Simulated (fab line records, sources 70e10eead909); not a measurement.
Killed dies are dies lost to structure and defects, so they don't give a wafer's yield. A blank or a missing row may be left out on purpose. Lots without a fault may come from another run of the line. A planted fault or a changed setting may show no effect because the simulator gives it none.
Chamber matching | flow nand_harc | NHARC_P_BONDPAD_CMP_19 on cmp-03: 4 sister chambers
The step polishes, t overpolish 30 s, cu recess touch 16 s, target thk 160.81 nm. 18 wafers are shown with their chamber, then 9 later ones without.

WAFERS WITH THEIR CHAMBER
wafer  | chamber | motor_current_A (A) | overpolish_run_s (s) | edge_zone_pressure_frac
L074.3 | 2       | 10.4                | 29.994               | 0.994
L074.5 | 0       | 13.3                | 30.002               | 0.994
L074.6 | 3       | 10.9                | 30.010               | 1.007
L076.1 | 0       | 13.8                | 29.998               | 1.003
L076.3 | 1       | 13.7                | 29.998               | 1.004
L076.6 | 3       | 11.2                | 30.009               | 0.998
L078.2 | 0       | 13.9                | 30.005               | 1.003
L078.4 | 2       | 10.2                | 29.978               | 0.989
L078.6 | 0       | 13.3                | 29.998               | 1.002
L080.2 | 2       | 10.5                | 30.006               | 0.995
L080.3 | 1       | 12.5                | 29.992               | 0.995
L080.5 | 1       | 13.5                | 30.004               | 0.998
L082.2 | 0       | 13.9                | 29.999               | 1.009
L082.4 | 2       | 10.8                | 30.009               | 0.997
L082.6 | 2       | 10.7                | 30.001               | 0.990
L085.1 | 3       | 10.8                | 30.010               | 0.989
L085.3 | 0       | 13.1                | 29.996               | 0.993
L085.6 | 0       | 14.3                | 30.004               | 0.995

SIGNATURES (means of the wafers above)
reading                 | chamber 0 | chamber 1 | chamber 2 | chamber 3 | scatter within a chamber
motor_current_A         | 13.657    | 13.233    | 10.520    | 10.967    | 0.402
overpolish_run_s        | 30.00029  | 29.99800  | 29.99760  | 30.00967  | 0.00733
edge_zone_pressure_frac | 0.99986   | 0.99900   | 0.99300   | 0.99800   | 0.00575
Rule: a wafer's distance from a chamber is the root of the sum, over the readings, of the square of ((its reading less the chamber's mean) divided by the reading's scatter). The wafer belongs to the nearest chamber; if the next one is less than 2 further off, it can't be placed. The scatter: the root of (the sum of the squares of (reading less its chamber's mean) over the shown wafers, divided by (wafers less chambers)).

WAFERS WITHOUT THEIR CHAMBER
wafer  | motor_current_A (A) | overpolish_run_s (s) | edge_zone_pressure_frac
L090.1 | 10.1                | 30.009               | 0.992
L090.2 | 10.8                | 30.002               | 0.994
L090.5 | 13.9                | 30.008               | 1.006
L093.1 | 11.1                | 30.003               | 1.000
L093.3 | 11.2                | 29.998               | 1.000
L093.5 | 10.1                | 30.002               | 0.995
L096.1 | 14.0                | 29.994               | 0.987
L096.2 | 13.6                | 29.992               | 0.997
L096.4 | 10.8                | 30.005               | 1.005

WHICH CHAMBER EACH WENT THROUGH
wafer  | from the rows above     | in truth
L090.1 | can't be placed: 2 or 3 | 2
L090.2 | can't be placed: 2 or 3 | 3
L090.5 | can't be placed: 0 or 1 | 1
L093.1 | can't be placed: 3 or 2 | 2
L093.3 | can't be placed: 3 or 2 | 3
L093.5 | can't be placed: 2 or 3 | 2
L096.1 | can't be placed: 0 or 1 | 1
L096.2 | can't be placed: 0 or 1 | 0
L096.4 | can't be placed: 3 or 2 | 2
Placed correctly: 0 of 9. Can't be placed from these rows: 9 (the true chamber is among the candidates in 9). Placed wrongly: 0.
